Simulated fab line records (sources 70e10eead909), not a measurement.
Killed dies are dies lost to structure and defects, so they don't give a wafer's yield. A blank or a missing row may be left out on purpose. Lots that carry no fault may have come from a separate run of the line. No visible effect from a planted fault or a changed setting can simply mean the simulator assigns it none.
Matching of chambers / flow nand_harc / NHARC_P_BONDPAD_CMP_32 on cmp-04 has 4 sister chambers
The step polishes SiCN, target thk 200 nm. 8 wafers are shown with their chamber, then 10 later ones without.

== WAFERS PAIRED WITH THEIR CHAMBERS ==
wafer=L077.1; chamber=1; motor_current_A (A)=11.7; slurry_filter_dp_kPa (kPa)=13.46
wafer=L090.1; chamber=2; motor_current_A (A)=11.5; slurry_filter_dp_kPa (kPa)=13.60
wafer=L090.5; chamber=3; motor_current_A (A)=13.2; slurry_filter_dp_kPa (kPa)=13.51
wafer=L092.1; chamber=3; motor_current_A (A)=12.8; slurry_filter_dp_kPa (kPa)=13.33
wafer=L092.3; chamber=2; motor_current_A (A)=10.9; slurry_filter_dp_kPa (kPa)=13.45
wafer=L092.4; chamber=0; motor_current_A (A)=11.3; slurry_filter_dp_kPa (kPa)=13.31
wafer=L093.1; chamber=0; motor_current_A (A)=10.9; slurry_filter_dp_kPa (kPa)=13.57
wafer=L093.4; chamber=1; motor_current_A (A)=11.3; slurry_filter_dp_kPa (kPa)=13.74

== WAFERS WHOSE CHAMBER IS MISSING ==
wafer=L093.6; motor_current_A (A)=12.3; slurry_filter_dp_kPa (kPa)=13.47
wafer=L094.1; motor_current_A (A)=12.5; slurry_filter_dp_kPa (kPa)=13.69
wafer=L094.2; motor_current_A (A)=11.0; slurry_filter_dp_kPa (kPa)=13.43
wafer=L094.5; motor_current_A (A)=10.4; slurry_filter_dp_kPa (kPa)=13.55
wafer=L096.1; motor_current_A (A)=12.6; slurry_filter_dp_kPa (kPa)=13.52
wafer=L096.4; motor_current_A (A)=11.5; slurry_filter_dp_kPa (kPa)=13.68
wafer=L096.6; motor_current_A (A)=11.1; slurry_filter_dp_kPa (kPa)=13.63
wafer=L097.3; motor_current_A (A)=11.4; slurry_filter_dp_kPa (kPa)=13.12
wafer=L097.4; motor_current_A (A)=10.9; slurry_filter_dp_kPa (kPa)=13.44
wafer=L097.5; motor_current_A (A)=10.7; slurry_filter_dp_kPa (kPa)=13.46

== WHICH CHAMBER EACH ONE RAN IN ==
wafer=L093.6; from the rows above=can't be placed: 3 or 1 or 2 or 0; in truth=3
wafer=L094.1; from the rows above=can't be placed: 3 or 1 or 2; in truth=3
wafer=L094.2; from the rows above=can't be placed: 0 or 2 or 1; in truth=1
wafer=L094.5; from the rows above=can't be placed: 0 or 2 or 1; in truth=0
wafer=L096.1; from the rows above=3; in truth=3
wafer=L096.4; from the rows above=can't be placed: 1 or 2 or 0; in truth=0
wafer=L096.6; from the rows above=can't be placed: 2 or 0 or 1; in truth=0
wafer=L097.3; from the rows above=can't be placed: 0 or 2 or 1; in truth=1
wafer=L097.4; from the rows above=can't be placed: 0 or 2 or 1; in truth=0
wafer=L097.5; from the rows above=can't be placed: 0 or 2 or 1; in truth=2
Correctly placed: 1 of 10. Unplaceable from these rows: 9, with the true chamber sitting among the candidates in 9. Placed wrongly: 0.
How it was worked out, from the rows above alone: a wafer's distance from a chamber is the root of the sum, over the readings, of the square of ((its reading less the chamber's mean) divided by the reading's scatter). If the next closest chamber is less than 2 further off than the closest, the wafer can't be placed; otherwise it belongs to the closest. A chamber's mean is the mean of its shown wafers. The scatter: take each reading less its chamber's mean, square it, sum over the shown wafers, divide by the number of wafers less the number of chambers, and take the root.
